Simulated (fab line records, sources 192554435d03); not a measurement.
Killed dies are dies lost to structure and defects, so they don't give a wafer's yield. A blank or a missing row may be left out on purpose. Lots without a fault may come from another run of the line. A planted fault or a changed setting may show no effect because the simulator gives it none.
fab line records | flow n5_finfet
record lots=5 wafers=13 last_day=17
route steps=1938 shown STI_FIN_REVEAL@209 DUMMY_GATE@212 BEOL_M4@1111 PASSIVATION@1936
lots that met no fault: from a run of the same line without faults
start_h: hours from the record's first day to the start of the lot's first wafer shown | wait_h: hours since the lot's step before | " the same as in the row above | L1.1+2: a row that stands for several wafers | - no value, or no start given | * or withheld: withheld | < > ~ a bound
route shown NAME@n: a module of which the file shows steps, and the number in the route of the first | usual: mean/standard deviation of fault-free wafers | same: alike in all rows | chamber/n: place in a boat | sites: the reading at each site | _std_site: their standard deviation | _edge_site: outer sites' mean less inner sites' | radius_mm: how far each site lies from the wafer's centre | mask NAME#n: copy n | behind: the tool/chamber that last shaped the wafer | hold: why the lot was held/for how many hours/how that ended | device: the transistor (n, p or np) that didn't switch | end of line: the same wafers' tests at the end of the route | a step without rows: its recipe alone | killed: dies lost to structure and defects at the first sort, not the wafer's yield | map: a wafer's dies, x killed, . not, _ none there
set.NAME: the setting as run; set.NAME@STEP: as run at that earlier step | model.NAME: the simulator's own value behind a step, which no gauge read
lots at some steps of the route; a table a step, a row a wafer
services: from which hour (start_h, from the record's first day; less than 0 if before it) a tool's chamber was out of use, for how many hours, and why
## steps
# step N5_STI_FIN_REVEAL_PRECLEAN_18
# recipe chemistry=SC2 time_s=45 temp_c=35 mix=1:1:50
# step N5_STI_FIN_REVEAL_SRD_28
# recipe dry=ipa_marangoni time_s=30 temp_c=23 rinse_liquid=diw
# step N5_DUMMY_GATE_PRECLEAN_00
# recipe chemistry=O3/DIW time_s=60 temp_c=22 o3_ppm=10
# step N5_DUMMY_GATE_SRD_01
# recipe time_s=30 temp_c=23 rinse_liquid=diw dry=ipa_marangoni
# step N5_DUMMY_GATE_ALD_02
# recipe material=SiO2 target_thk_a=20 temp_c=300 ald_precursor_family=BDEAS ald_co_reactant=O2-plasma pulse_time_s=1 pressure_torr=2
# step N5_DUMMY_GATE_CVD_03
# recipe material=a-Si target_thk_a=1500 temp_c=530 precursor=SiH4 time_s=8042
# step N5_DUMMY_GATE_PRECLEAN_46
# recipe chemistry=DIW time_s=89.5 temp_c=23
# step N5_DUMMY_GATE_SRD_47
# recipe dry_time_s=32 dry=n2_spin spin_rpm=1500
# step N5_DUMMY_GATE_CMP_04
# recipe material=a-Si post_cmp_clean=alkaline_brush
# step N5_DUMMY_GATE_HM_DEP_06
# recipe material=SiNx target_thk_a=800 precursor=DCS/NH3 temp_c=700 pressure_mtorr=300 time_s=5141
# step N5_DUMMY_GATE_PECVD_30
# recipe material=SiO2 target_thk_a=550 temp_c=400 precursor=TEOS/O2 pressure_torr=6.5 rf_w=withheld teos_flow_sccm=withheld gas=O2 flow_sccm=2650 time_s=10.8
# columns lot.wafer tool chamber start_h wait_h since_wet_clean_h model.SiO2_of_DUMMY_GATE_PECVD_30.thk_nm
L870.3 pecvd-04 0 64.06 0.0 587 53
L870.4 " 1 " " - 55.2
L870.6 " 2 " " - 56.4
L883.3 pecvd-04 2 142.70 0.0 2115 55.6
L883.5 " 0 " " - 78.2
L884.2 pecvd-04 0 148.09 0.0 671 54.6
L884.5 " 1 " " - 79.8
L885.2 pecvd-04 2 153.97 0.0 2127 55.8
L885.5 " 1 " " - 79.4
L885.6 " 2 " " - 56.6
L889.1 pecvd-01 1 176.82 0.0 1968 54.4
L889.3 " 0 " " 1243 53
L889.6 " 2 " " - 53.8
# step N5_DUMMY_GATE_COAT_34
# recipe resist=SOC temp_c=250 time_s=60 spin_rpm=1500 resist_thk_nm=60
# step N5_DUMMY_GATE_COAT_35
# recipe resist=SiARC temp_c=220 time_s=60 spin_rpm=1500 resist_thk_nm=10
# step N5_DUMMY_GATE_COAT_28
# recipe resist=underlayer temp_c=205 time_s=60 spin_rpm=1500 resist_thk_nm=10
# step N5_DUMMY_GATE_COAT_09
# recipe resist=CAR-EUV spin_rpm=1500 resist_thk_nm=30
# step N5_DUMMY_GATE_EBR_11
# recipe solvent=PGMEA ebr_width_mm=1.5
# step N5_DUMMY_GATE_SOFTBAKE_10
# recipe temp_c=110 time_s=60 resist=CAR-EUV
# step N5_DUMMY_GATE_EXPOSE_12
# recipe mask_id=GATE na=0.33 source_shape=annular sigma_inner=0.2 sigma_outer=0.6 polarization=unpolarized target_cd_nm=25 dose_mj=34
# step N5_DUMMY_GATE_PEB_13
# recipe peb_temp_c=100 peb_time_s=60 resist=CAR-EUV
# step N5_DUMMY_GATE_DEVELOP_14
# recipe develop_time_s=30 developer=TMAH resist=CAR-EUV rinse_liquid=surfactant_rinse dry=air_spin dev_temp_c=23
# step N5_DUMMY_GATE_DESCUM_20
# recipe chemistry=O2 time_s=6.2 source_power_w=50 bias_power_w=20 pressure_mtorr=20 rf_frequency_hz=2.712e+07 temp_c=40 resist=CAR-EUV o2_flow_sccm=225
# step N5_DUMMY_GATE_ETCH_29
# recipe chemistry=N2/H2 target=underlayer target_depth_a=130 ion_energy_ev=200 pressure_mtorr=30 source_w=840 bias_w=150 n2_flow_sccm=200 h2_flow_sccm=200
# step N5_DUMMY_GATE_ETCH_36
# recipe chemistry=CF4 target=SiARC target_depth_a=130 pressure_mtorr=40 source_w=545 bias_w=36 Ar_flow_sccm=100 cf4_flow_sccm=100 ion_energy_ev=80
# step N5_DUMMY_GATE_ETCH_37
# recipe chemistry=N2/H2 target=SOC target_depth_a=600 overetch_a=300 temp_c=40 ion_energy_ev=200 pressure_mtorr=30 source_w=840 bias_w=150 n2_flow_sccm=200 h2_flow_sccm=200
# step N5_DUMMY_GATE_STRIP_38
# recipe chemistry=N2/H2 temp_c=40 n2_flow_sccm=200 h2_flow_sccm=200 rf_frequency_hz=6e+07
# step N5_DUMMY_GATE_STRIP_39
# recipe chemistry=N2/H2 temp_c=40 n2_flow_sccm=200 h2_flow_sccm=200 rf_frequency_hz=6e+07
# step N5_DUMMY_GATE_TRIM_49
# recipe chemistry=O2 resist=SOC time_s=29 target_cd_nm=14 source_power_w=300 bias_power_w=0 O2_flow_sccm=100 temp_c=20
# step N5_DUMMY_GATE_STRIP_40
# recipe chemistry=CF4 resist=SiARC power_w=300 bias_power_w=75 pressure_mtorr=50 cf4_flow_sccm=150 rf_frequency_hz=6e+07
# step N5_DUMMY_GATE_ETCH_31
# recipe chemistry=C4F6/O2 target=SiO2 mask_material=SOC target_depth_a=825 time_s=27.5 ion_energy_ev=250 pressure_mtorr=30 source_w=345 bias_w=185 Ar_flow_sccm=300 C4F6_flow_sccm=10 O2_flow_sccm=10
# step N5_DUMMY_GATE_STRIP_41
# recipe chemistry=O2 power_w=400 temp_c=40 pressure_mtorr=30 rf_frequency_hz=6e+07 bias_power_w=0 overash_fraction=0.3 o2_flow_sccm=225
# step N5_DUMMY_GATE_HM_OPEN_21
# recipe chemistry=CH3F/O2 target=SiNx target_depth_a=1200 Ar_flow_sccm=150 CH3F_flow_sccm=30 O2_flow_sccm=23 time_s=171.4 pressure_mtorr=30 source_w=395 bias_w=73 ion_energy_ev=120.7
# step N5_DUMMY_GATE_ETCH_32
# recipe chemistry=CF4 target=SiO2 target_depth_a=35 time_s=3.9 ion_energy_ev=350 pressure_mtorr=10 icp_w=800 bias_w=400 cf4_flow_sccm=80
# step N5_DUMMY_GATE_ETCH_23
# recipe chemistry=HBr/Cl2/O2 HBr_flow_sccm=150 Cl2_flow_sccm=80 O2_flow_sccm=12 bias_w=102 target_depth_a=410 time_s=22.3 target=poly-Si mask_material=SiO2 pressure_mtorr=10 icp_w=800
# step N5_DUMMY_GATE_ETCH_44
# recipe chemistry=HBr/O2 over_etch_frac=0.7 target_depth_a=1275 stop_on=SiO2 ion_energy_ev=60 bias_w=20 target=poly-Si mask_material=SiO2 pressure_mtorr=20 icp_w=400 HBr_flow_sccm=120 O2_flow_sccm=10
# usual drypump_motor_current_A=5.9/0.51 oes_product_au=0.725/0.012 throttle_valve_pct=18.54/0.16
# columns lot.wafer tool chamber start_h wait_h drypump_motor_current_A oes_product_au rf_hours_counter_h throttle_valve_pct model.SiO2_of_DUMMY_GATE_PECVD_30.thk_nm
L870.3 rie_si-03 1 65.51 0.0 6.1 0.720 79 18.75 36.4
L870.4 " 3 " " 5.9 0.726 56 18.65 38.2
L870.6 " 3 " " 5.9 0.709 - 18.63 39
L883.3 rie_si-03 2 144.17 0.0 5.0 0.736 143 18.54 38.6
L883.5 " 3 " " 6.0 0.721 - 18.65 61
L884.2 rie_si-02 0 149.60 0.0 6.6 0.715 101 18.46 37.4
L884.5 " 2 " " 5.7 0.725 - 18.52 62.2
L885.2 rie_si-03 3 155.34 0.0 5.9 0.710 58 18.64 39
L885.5 " 1 " " 6.1 0.710 - 18.77 63.4
L885.6 " 2 " " 5.0 0.731 - 18.55 39.8
L889.1 rie_si-01 2 178.34 0.0 6.7 0.727 49 18.47 37.2
L889.3 " 3 " " 6.5 0.744 11 18.59 35.6
L889.6 " 0 " " 5.5 0.710 - 18.76 37
# step N5_BEOL_M4_RC_MEAS_101
# usual DIBL_N=37.5/1.9 DIBL_P=37.3/2.4 IOFF_N=0.18/0.038 IOFF_P=0.23/0.045 ION_N=677/11 ION_P=464/8.1 SS_N=72.0/0.68 SS_P=73.5/0.77 VT_N=249/3.3 VT_P=-249/3.6
# columns lot.wafer tool chamber start_h wait_h DIBL_N[mV/V] DIBL_P[mV/V] IOFF_N[nA/um] IOFF_P[nA/um] ION_N[uA/um] ION_P[uA/um] SS_N[mV/dec] SS_P[mV/dec] VT_N[mV] VT_P[mV]
L870.3 prober-01 0 185.57 0.3 36.1 36.3 0.18 0.20 666 455 72.6 72.7 250 -251
L870.4 " 0 " " 37.6 37.5 0.22 0.22 671 459 73.0 73.3 250 -250
L870.6 " 0 " " 37.3 37.5 0.22 0.22 675 458 72.8 73.1 248 -251
L883.3 prober-01 0 273.85 0.3 38.8 35.4 0.18 0.20 679 459 72.7 73.6 248 -249
L883.5 " 0 " " 39.9 36.7 0.21 0.22 684 462 73.8 74.0 248 -251
L884.2 prober-01 0 275.71 0.5 38.6 41.6 0.22 0.37 686 477 72.2 74.4 244 -239
L884.5 " 0 " " 38.0 40.6 0.19 0.32 690 485 72.6 74.1 247 -242
L885.2 prober-02 0 291.12 0.2 38.4 35.8 0.19 0.21 667 457 72.7 73.7 248 -250
L885.5 " 0 " " 41.5 40.2 0.27 0.28 698 465 73.4 74.2 242 -248
L885.6 " 0 " " 38.0 35.8 0.17 0.20 663 455 72.5 73.5 251 -251
L889.1 prober-02 0 300.23 0.0 35.0 34.4 0.13 0.17 669 457 71.8 72.3 257 -253
L889.3 " 0 " " 34.7 34.7 0.13 0.19 652 452 71.9 72.2 253 -251
L889.6 " 0 " " 36.7 38.3 0.16 0.22 681 466 71.7 73.1 252 -250
# step N5_PASSIVATION_PROBE_49
# usual defect_limited_yield=91.2/1.5 killed_at_M0_to_M3=31/10 killed_at_M4_up=15/5.9 killed_at_contacts=13/6 killed_at_front_end=41/11 killed_at_other=4/3.1 killed_dies=104/18 killed_open=68/13 killed_short=33/8.1 sort_bin_5_function=5.1/1.1 sort_bin_6_memory=3.2/0.69 sort_bin_8_speed=0.01/0.045 sort_n_pass=1076/18 sort_yield_pct=91.2/1.5
# same gross_dies=1180 killed_at_back_side=0 sort_bin_4_leakage[%]=0
# columns lot.wafer tool chamber start_h wait_h defect_limited_yield[%] killed_at_M0_to_M3 killed_at_M4_up killed_at_contacts killed_at_front_end killed_at_other killed_dies killed_open killed_short sort_bin_5_function[%] sort_bin_6_memory[%] sort_bin_8_speed[%] sort_n_pass sort_yield_pct[%]
L870.3 prober-01 - 292.32 0.1 88.3 31 17 5 82 3 138 83 54 7.7 3.6 0 1042 88.3
L870.4 prober-01 - 292.37 0.2 88.9 48 28 20 35 0 131 91 40 6.2 4.4 0 1049 88.9
L870.6 prober-01 - 292.47 0.3 90.3 29 27 7 45 7 115 75 39 5.4 4.1 0 1065 90.3
L884.2 prober-01 - 379.11 0.1 91.5 37 11 16 35 1 100 72 25 4.1 3.9 0 1080 91.5
L884.5 prober-01 - 379.26 0.2 93.5 26 9 14 28 0 77 56 20 3.7 2.5 0.08 1103 93.5
L883.3 prober-01 - 379.46 0.1 91.5 29 16 11 42 2 100 65 30 4.5 3.2 0 1080 91.5
L883.5 prober-01 - 379.56 0.2 91.3 20 7 25 48 3 103 76 27 6.1 2.5 0 1077 91.3
L885.2 prober-02 - 394.75 0.1 89.7 36 17 12 53 3 121 88 33 4.7 5.1 0 1059 89.7
L885.5 prober-02 - 394.90 0.2 89.2 23 31 8 58 7 127 88 39 6.3 4.2 0 1053 89.2
L885.6 prober-02 - 394.95 0.3 90.3 26 23 20 45 1 115 83 29 5.8 3.3 0 1065 90.3
L889.1 prober-02 - 401.08 0.0 87.2 73 12 14 49 3 151 102 49 7.1 5.3 0 1029 87.2
L889.3 prober-02 - 401.18 0.1 89.5 36 14 14 58 2 124 74 50 5.8 4.3 0 1056 89.5
L889.6 prober-02 - 401.33 0.3 86.9 57 18 21 54 4 154 110 44 8.0 4.4 0 1026 86.9
# killed by level:class
L870.3 STI_FIN_REVEAL:geometric_particle:open=29 FIN_SAQP:geometric_particle:short=12 BEOL_M4:geometric_particle:open=10 FIN_SAQP:geometric_particle:open=8 BEOL_M0_SAQP:geometric_particle:short=8 STI_FIN_REVEAL:geometric_particle:short=7 STARTING-WAFER:geometric_particle:open=7 ILD0:geometric_particle:short=7
L870.4 BEOL_M0_SAQP:geometric_particle:open=24 MOL_CONTACT_COAG:geometric_particle:open=16 BEOL_M4:geometric_particle:open=16 STI_FIN_REVEAL:geometric_particle:open=14 BEOL_M0_SAQP:geometric_particle:short=14 GATE_CUT:geometric_particle:short=5 STI_FIN_REVEAL:geometric_particle:short=4 MOL_CONTACT_COAG:geometric_particle:short=4
L870.6 STI_FIN_REVEAL:geometric_particle:open=18 BEOL_M4:geometric_particle:open=17 FIN_SAQP:geometric_particle:short=12 BEOL_M0_SAQP:geometric_particle:short=8 BEOL_M0_SAQP:geometric_particle:open=8 BEOL_M2:geometric_particle:open=7 MOL_CONTACT_COAG:geometric_particle:open=6 BEOL_M3:geometric_particle:open=5
L884.2 MOL_CONTACT_COAG:geometric_particle:open=14 FIN_SAQP:geometric_particle:open=12 BEOL_M3:geometric_particle:open=11 BEOL_M2:geometric_particle:open=10 BEOL_M5:geometric_particle:open=6 FIN_SAQP:geometric_particle:short=5 GATE_CUT:geometric_particle:open=4 BEOL_M1:geometric_particle:short=4
L884.5 MOL_CONTACT_COAG:geometric_particle:open=11 BEOL_M3:geometric_particle:open=9 FIN_SAQP:geometric_particle:short=7 BEOL_M2:geometric_particle:open=5 FIN_SAQP:geometric_particle:open=4 DUMMY_GATE:geometric_particle:open=4 BEOL_M0_SAQP:geometric_particle:open=4 BEOL_M1:geometric_particle:open=4
L883.3 BEOL_M3:geometric_particle:open=11 FIN_SAQP:geometric_particle:open=10 MOL_CONTACT_COAG:geometric_particle:open=10 BEOL_M2:geometric_particle:open=9 FIN_SAQP:geometric_particle:short=7 STI_FIN_REVEAL:geometric_particle:open=6 HKMG_FIN:area_etch=5 BEOL_M5:geometric_particle:open=4
L883.5 MOL_CONTACT_COAG:geometric_particle:open=18 FIN_SAQP:geometric_particle:open=15 STI_FIN_REVEAL:geometric_particle:open=14 MOL_CONTACT_COAG:geometric_particle:short=7 BEOL_M1:geometric_particle:open=7 FIN_SAQP:geometric_particle:short=6 STI_FIN_REVEAL:geometric_particle:short=5 BEOL_M2:geometric_particle:open=3
L885.2 BEOL_M0_SAQP:geometric_particle:open=12 BEOL_M2:geometric_particle:open=12 BEOL_M4:geometric_particle:open=11 FIN_SAQP:geometric_particle:short=10 MOL_CONTACT_COAG:geometric_particle:open=10 STI_FIN_REVEAL:geometric_particle:open=9 FIN_SAQP:geometric_particle:open=8 BEOL_M0_SAQP:geometric_particle:short=5
L885.5 BEOL_M4:geometric_particle:open=17 STI_FIN_REVEAL:geometric_particle:open=14 BEOL_M2:geometric_particle:open=14 FIN_SAQP:geometric_particle:short=13 FIN_SAQP:geometric_particle:open=11 MOL_CONTACT_COAG:geometric_particle:open=6 PASS1_CAP:geometric_particle:short=5 STARTING-WAFER:geometric_particle:short=5
L885.6 MOL_CONTACT_COAG:geometric_particle:open=16 BEOL_M4:geometric_particle:open=16 FIN_SAQP:geometric_particle:open=14 STI_FIN_REVEAL:geometric_particle:open=6 BEOL_M0_SAQP:geometric_particle:open=6 BEOL_M0_SAQP:geometric_particle:short=5 FIN_SAQP:geometric_particle:short=4 BEOL_M2:geometric_particle:open=4
L889.1 BEOL_M0_SAQP:geometric_particle:open=21 STI_FIN_REVEAL:geometric_particle:open=15 BEOL_M0_SAQP:geometric_particle:short=14 MOL_CONTACT_COAG:geometric_particle:open=11 BEOL_M2:geometric_particle:open=11 BEOL_M3:geometric_particle:open=11 GATE_CUT:geometric_particle:short=9 BEOL_M4:geometric_particle:open=8
L889.3 STI_FIN_REVEAL:geometric_particle:open=21 FIN_SAQP:geometric_particle:short=16 MOL_CONTACT_COAG:geometric_particle:open=11 BEOL_M0_SAQP:geometric_particle:short=11 BEOL_M0_SAQP:geometric_particle:open=9 BEOL_M4:geometric_particle:open=9 BEOL_M3:geometric_particle:open=6 GATE_CUT:geometric_particle:short=5
L889.6 MOL_CONTACT_COAG:geometric_particle:open=19 STI_FIN_REVEAL:geometric_particle:open=17 BEOL_M0_SAQP:geometric_particle:open=16 BEOL_M2:geometric_particle:open=14 BEOL_M0_SAQP:geometric_particle:short=12 BEOL_M4:geometric_particle:open=11 FIN_SAQP:geometric_particle:short=9 ILD0:geometric_particle:open=5
## services
# columns tool chamber start_h hours kind
rie_si-01 2 47.82 5.6 repair
pecvd-01 0 65.92 5.5 scheduled_down
rie_si-01 1 66.71 - clean
rie_si-01 1 66.71 20.0 scheduled_down
rie_si-01 1 66.71 20.0 vent_cycle
pecvd-01 2 81.78 8.4 repair
rie_si-03 - 104.71 2.8 pm
rie_si-03 - 115.01 0.2 repair
pecvd-04 0 122.35 2.1 scheduled_down
rie_si-02 - 125.90 15.6 pm
pecvd-01 2 134.20 5.5 scheduled_down
rie_si-01 0 137.65 - clean
rie_si-01 0 137.65 24.4 scheduled_down
rie_si-01 0 137.65 24.4 vent_cycle
rie_si-02 1 143.79 12.2 repair
pecvd-04 0 148.47 4.6 scheduled_down
pecvd-04 1 155.20 2.1 scheduled_down
pecvd-04 2 175.10 8.4 repair
## key
first_sign none at tools or gauges
model_effect step=N5_DUMMY_GATE_PECVD_30 value=SiO2_of_DUMMY_GATE_PECVD_30.thk_nm without=55 struck=79.13
model_effect step=N5_DUMMY_GATE_ETCH_44 value=SiO2_of_DUMMY_GATE_PECVD_30.thk_nm without=38.13 struck=62.2
met_at N5_DUMMY_GATE_PECVD_30
struck_wafers L883.5,L884.5,L885.5
onset_between 64.06 142.70
fault kind=process_parameter_drift tool=pecvd-04 chamber=- onset_h=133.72 steps=N5_DUMMY_GATE_PECVD_30 channel=time_s offset=* shape=step end_h=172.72 scope=struck_wafers_only acts_in=* stated=*
